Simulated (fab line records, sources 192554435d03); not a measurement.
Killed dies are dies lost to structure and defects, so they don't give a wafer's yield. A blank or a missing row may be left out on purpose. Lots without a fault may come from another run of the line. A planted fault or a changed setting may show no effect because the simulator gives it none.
Split-lot experiment | flow n5_finfet | 7 lots, 21 wafers read, on a route of 1938 steps

THE SPLIT
At N5_BEOL_M9_ALD_74 (deposits TaN, target thk 2 nm, pulse time 2 s, purge time 3 s), the setting ald_cycles was moved away from the recipe's 40 on 8 of the 21 wafers read, by -17.5% to +15.0%. The other wafers ran this setting at the recipe's value.

The reading is taken at the split's own step.

THE READING
TaN_of_BEOL_M9_ALD_74.thk_nm (the simulator's own value, which no gauge read), in nm, at N5_BEOL_M9_ALD_74 (deposits TaN, target thk 2 nm, pulse time 2 s, purge time 3 s). The file gives no usual value for it.

wafer  | tool, chamber at the split | ald_cycles as run | against the recipe | TaN_of_BEOL_M9_ALD_74.thk_nm, nm | against lot-mates on the recipe
L075.3 | ald_metal-02, 3            | 40                | recipe             | 2                                | -
L075.4 | ald_metal-02, 2,3          | 33                | -17.5%             | 1.6                              | -0.4
L075.6 | ald_metal-02, 2,3          | 33                | -17.5%             | 1.6                              | -0.4
L081.2 | ald_metal-03, 1            | 35                | -12.5%             | 1.8                              | -0.2
L081.3 | ald_metal-03, 0,3          | 40                | recipe             | 2                                | -
L081.4 | ald_metal-03, 0,3          | 40                | recipe             | 2                                | -
L083.2 | ald_metal-02, 1            | 37                | -7.5%              | 1.8                              | -0.2
L083.3 | ald_metal-02, 0,2          | 40                | recipe             | 2                                | -
L083.5 | ald_metal-02, 0,2          | 40                | recipe             | 2                                | -
L087.1 | ald_metal-03, 0,1,2        | 40                | recipe             | 2                                | -
L087.2 | ald_metal-03, 0,1,2        | 40                | recipe             | 2                                | -
L087.5 | ald_metal-03, 0,1,2        | 40                | recipe             | 2                                | -
L089.2 | ald_metal-03, 2,0          | 42                | +5.0%              | 2                                | +0.0
L089.4 | ald_metal-03, 2,0          | 42                | +5.0%              | 2                                | +0.0
L089.3 | ald_metal-03, 3            | 40                | recipe             | 2                                | -
L091.3 | ald_metal-03, 1,1,2        | 40                | recipe             | 2                                | -
L091.5 | ald_metal-03, 1,1,2        | 40                | recipe             | 2                                | -
L091.6 | ald_metal-03, 1,1,2        | 40                | recipe             | 2                                | -
L097.3 | ald_metal-04, 3            | 46                | +15.0%             | 2.4                              | +0.4
L097.4 | ald_metal-04, 0            | 40                | recipe             | 2                                | -
L097.5 | ald_metal-04, 1            | 46                | +15.0%             | 2.2                              | +0.2
Where a row lists several chambers, the file gives one row for several wafers and doesn't say which wafer went through which chamber.

THE FIT
A straight line over all 21 wafers: TaN_of_BEOL_M9_ALD_74.thk_nm changes by +0.0202 nm for each +1% of ald_cycles; r = +0.96; the points scatter about the line by 0.049 nm.
The same after taking each lot's own level away (the mean of its wafers on the recipe; 21 wafers): +0.0202 nm for each +1%; r = +0.96; scatter 0.049 nm.
On that fit, the largest move of ald_cycles shifts the reading by 0.35 nm.
The lots' own levels span 2.00 to 2.00 nm.
So the lot-to-lot level changes the slope little: the two slopes agree.
Check: with one of the wafers moved furthest among these (-17.5%) left out of the fit, the line predicts -0.357 nm for it against its lot-mates. It came out at -0.4 nm against them.

THE FILE'S OWN FIT
TaN_of_BEOL_M9_ALD_74.thk_nm changes by +0.0202 nm for each +1% of ald_cycles, r = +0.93.
